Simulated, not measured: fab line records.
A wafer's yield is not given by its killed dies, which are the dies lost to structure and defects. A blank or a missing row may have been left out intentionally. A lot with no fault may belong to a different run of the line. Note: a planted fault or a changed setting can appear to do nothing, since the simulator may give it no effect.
Problem report in the 8D (eight disciplines) form, filled by code :: flow n5 finfet :: the parts of the form that need people (team, actions taken, sign-off) are left out

1. WHAT WENT WRONG
At N5_BEOL_M4_ETCH_77, etch rf on time s averages 6.12 s over 2 wafers from 2 lots, while fault-free wafers read 5.16 s, standard deviation 0.16. That puts it +6.0 standard deviations away from the usual mean.
The step: etches underlayer in N2/H2, target depth 6.5 nm, time 5.2 s.
First seen on wafer L120.5, day 9 08:32, on rie diel-01. The record holds 26 wafers of 10 lots with a number at this step. Rule for "out", or "out of limits": more than 4 standard deviations from the usual mean. Any other wafer with a number is counted as sound.

2. WHAT THIS IS AND IS NOT
question: which readings at this step
is: etch rf on time s
is not: drypump motor current A, oes product au, rf vpp V, showerhead plenum p Torr, throttle valve pct

question: which lots
is: L120, L121
is not: L117, L118, L126, L133, L134, L135, L136, L137

question: which wafers of those lots
is: L120.5, L121.3
is not: L120.4, L121.1

question: read on which tools
is: rie diel-01
is not: rie diel-04, rie diel-05

question: when
is: from day 9 08:32
is not: up to then (7 sound wafers); but 17 sound wafers of L121, L126, L133, L134, L135, L136, L137 came after

3. SUSPECTS, AND WHAT RULES EACH OUT
Counting: any tool at a process step up to the reading remains a suspect provided it ran every lot that is out. Sound lots after the first of them don't rule it out here, since some wafers of a struck lot are sound.
- rie diel-01 at N5_BEOL_M4_ETCH_77 (etches underlayer in N2/H2, target depth 6.5 nm, time 5.2 s): kept. Every lot that is out went through it, the first being L120 (day 9 08:32); the last sound lot it ran before that was L118 (day 8 22:16). Its own etch rf on time s readings are out on those wafers.
- Within rie diel-01 at N5_BEOL_M4_ETCH_77: the wafers that are out ran in chambers 0, 1; their sound lot-mates ran in chambers 2, 3.
The count leaves rie diel-01 at N5_BEOL_M4_ETCH_77.

4. THE CAUSE (what the simulator had put in)
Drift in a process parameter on rie diel-01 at N5_BEOL_M4_ETCH_77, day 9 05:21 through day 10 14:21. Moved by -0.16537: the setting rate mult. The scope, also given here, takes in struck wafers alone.
Counting left only this tool.

5. THE EFFECT CHAIN, in route order
Rows list readings where the struck wafers' mean (over those with a number) sits beyond 3 standard deviations from the usual. Only readings for which the record gives a usual standard deviation are gone through. hours: the time from each lot's start at the first step in this table that gives one to its start at this step, as a median over the lots. sigmas: the change in usual standard deviations.
hours: 0
step: N5_BEOL_M4_ETCH_77
reading: etch rf on time s
usual: 5.16 s
on struck wafers: 6.12
change: +0.96
sigmas: +6.0
Here are the process steps it includes:
- N5_BEOL_M4_ETCH_77: etches underlayer in N2/H2, target depth 6.5 nm, time 5.2 s.
At these later measuring or inspecting steps, every struck wafer for which the step has a row has a number for every such reading, and none has moved that far: N5_BEOL_M4_RC_MEAS_101.

6. WHAT WOULD HAVE CAUGHT IT SOONER
The fault began at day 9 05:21; the first out-of-limits reading in this record came at day 9 08:32, 3 hours later.
